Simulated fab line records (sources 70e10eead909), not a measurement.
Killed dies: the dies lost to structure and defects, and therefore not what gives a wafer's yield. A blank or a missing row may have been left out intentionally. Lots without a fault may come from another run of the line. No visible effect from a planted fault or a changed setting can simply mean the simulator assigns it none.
Comparing a struck lot with a sound one | flow nand-harc | 25 out of 1302 route steps
Sound: wafers L379.2, L379.3, L379.6. Struck: wafers L385.3, L385.5, L385.6. The cause is given at the end.
At each step with rows: each side's tool, then ch and its chambers, then its first start. Under that, the readings that differ: sound wafers | struck wafers | difference of the means | sigmas: that difference in standard deviations of wafers without a fault.
alike: readings whose means differ by less than 2 such deviations, and words and numbers that are the same on both sides. not compared: withheld readings, readings that some wafer has no value for, bounds like >300 that may hide the same value, and numbers for which the record gives no deviation and whose values overlap.
Wherever a step has rows on one side only, a row that says differs or no value, or a row with sigmas, the two part there. Numbers that have no deviation but don't overlap get no sigmas and don't part them. A reading that every wafer of one side lacks parts them only if that side has two wafers or more.

first, 1 step without rows for these wafers: NHARC_P_CONTACT_DEP_30 (deposits SiNx, target thk 30 nm).
NHARC_P_CONTACT_DEP_00: deposits SiO2, target thk 500 nm.
  sound: pecvd-04 ch 1,2; struck: pecvd-04 ch 1,2
  alike: flow-sccm, heater-power-outer-w, heater-power-w, throttle-valve-pct
NHARC_P_CONTACT_CMP_01: polishes SiO2, target thk 200 nm.
  sound on cmp-02 ch 1,2,3, day 7 20:43; struck on cmp-01 ch 1,2, day 10 22:29
  alike: motor-current-A, slurry-filter-dp-kPa
then, 8 steps without rows for these wafers: NHARC_P_CONTACT_SRD_03; NHARC_P_CONTACT_DEHYDRATE_04 (time 120 s); NHARC_P_CONTACT_HMDS_05 (time 30 s); NHARC_P_CONTACT_COAT_33 (time 75 s); NHARC_P_CONTACT_COAT_34 (time 65 s); NHARC_P_CONTACT_COAT_06 (resist thk 90 nm); NHARC_P_CONTACT_SOFTBAKE_07 (time 55 s); NHARC_P_CONTACT_EBR_08.
NHARC_P_CONTACT_EXPOSE_09: exposes mask P CA, target cd 90 nm.
  sound on arfi-scanner-02 ch 0, day 7 21:16; struck on arfi-scanner-03 ch 0, day 10 23:10
  reading | sound                | struck                        | difference | sigmas
  mask    | P_CA#0 P_CA#0 P_CA#0 | P_CA_R1#0 P_CA_R1#0 P_CA_R1#0 | differs    |
then, 2 steps without rows for these wafers: NHARC_P_CONTACT_PEB_10 (peb time 65 s); NHARC_P_CONTACT_DEVELOP_11 (develop time 35 s).
NHARC_P_CONTACT_CD_MEAS_12 targets a cd of 90 nm.
  sound on cd-sem-03 ch 0, day 7 21:23; struck on cd-sem-01 ch 0
  reading    | sound          | struck         | difference | sigmas
  cd-nm (nm) | 90.7 90.7 90.7 | 93.0 93.9 93.1 | +2.6       | +3
  not compared: hold
NHARC_P_CONTACT_OVL_MEAS_13:
  sound on overlay-02 at day 7 21:29; struck on overlay-01 at day 11 02:19
  reading | sound | struck                                                                     | difference                   | sigmas
  hold    | - - - | await-dispo/2.8h/release await-dispo/2.8h/release await-dispo/2.8h/release | no value on the sound wafers |
  alike: overlay-x-nm, overlay-y-nm
NHARC_P_CONTACT_INSPECT_14:
  sound on defect-inspect-01 at day 7 21:31; struck on defect-inspect-01 at day 11 02:22
  alike: raw-defect-count
NHARC_P_CONTACT_DESCUM_17: chemistry O2, time 3 s.
  sound on rie-diel-04 ch 1,2, day 7 21:35; struck on rie-diel-08 ch 1,2, day 11 02:25
  reading                    | sound             | struck            | difference | sigmas
  model.P_CONTACT.cd-nm (nm) | 90.63 89.99 89.76 | 93.01 92.66 92.65 | +2.65      |
  alike: drypump-motor-current-A, mfc-ar-sccm, oes-product-au, rf-vpp-V, showerhead-plenum-p-Torr, throttle-valve-pct
  not compared: rf-hours-counter-h
NHARC_P_CONTACT_ETCH_35: etches the open film in CF4, target depth 39 nm, time 65 s.
  sound on rie-diel-04 ch 1,2,3, day 7 21:41; struck on rie-diel-08 ch 0,1, day 11 02:30
  reading               | sound             | struck            | difference | sigmas
  oes-product-au (a.u.) | 1.005 1.007 1.009 | 0.988 0.975 0.981 | -0.026     | -3
  alike: drypump-motor-current-A, mfc-ar-sccm, rf-vpp-V, showerhead-plenum-p-Torr, throttle-valve-pct
  not compared: rf-hours-counter-h
NHARC_P_CONTACT_ETCH_36: etches the open film in N2/H2, target depth 260 nm, time 406.25 s.
  sound: rie-diel-04 ch 0,3; struck: rie-diel-08 ch 0,2,3
  alike: drypump-motor-current-A, h2-flow-sccm, mfc-ar-sccm, oes-product-au, rf-vpp-V, showerhead-plenum-p-Torr, throttle-valve-pct
  not compared: rf-hours-counter-h
NHARC_P_CONTACT_ETCH_18: etches the open film in C4F8/O2/Ar, target depth 481 nm, time 240.5 s.
  sound: rie-diel-04 ch 0,1,3; struck: rie-diel-08 ch 0,1,3
  alike: oes-product-au, rf-vpp-V
  not compared: rf-hours-counter-h
then, 1 step without rows for these wafers: NHARC_P_CONTACT_STRIP_37 (strips in C4F8/O2/Ar).
NHARC_P_CONTACT_ETCH_31: etches the open film in CH3F/O2, target depth 30 nm, time 85.7 s.
  sound: rie-diel-04 ch 1,2,3; struck: rie-diel-08 ch 0,1,2
  reading                    | sound            | struck          | difference | sigmas
  model.P_CONTACT.cd-nm (nm) | 91.1 89.34 89.05 | 94.7 93.83 94.4 | +4.5       |
  alike: drypump-motor-current-A, mfc-ar-sccm, oes-product-au, rf-vpp-V, showerhead-plenum-p-Torr, throttle-valve-pct
  not compared: rf-hours-counter-h
NHARC_P_CONTACT_CD_MEAS_19:
  sound on cd-sem-03 at day 7 22:28; struck on cd-sem-03 at day 11 03:18
  reading    | sound          | struck         | difference | sigmas
  cd-nm (nm) | 90.9 89.5 88.9 | 94.5 93.9 94.2 | +4.4       | +3
-- jump in the record: it breaks off in module P_CONTACT and resumes in module END (first step shown: number 1302 of the route), and 18 days separate the struck wafers' starts before and after --
NHARC_END_SORT_01:
  here the record holds rows for the struck wafers (prober-01 ch 0, day 29 10:56) but none for the sound ones

WHERE THEY PART
First at NHARC_P_CONTACT_EXPOSE_09; last, within this record, at NHARC_END_SORT_01.

WHY: the cause the simulator had injected
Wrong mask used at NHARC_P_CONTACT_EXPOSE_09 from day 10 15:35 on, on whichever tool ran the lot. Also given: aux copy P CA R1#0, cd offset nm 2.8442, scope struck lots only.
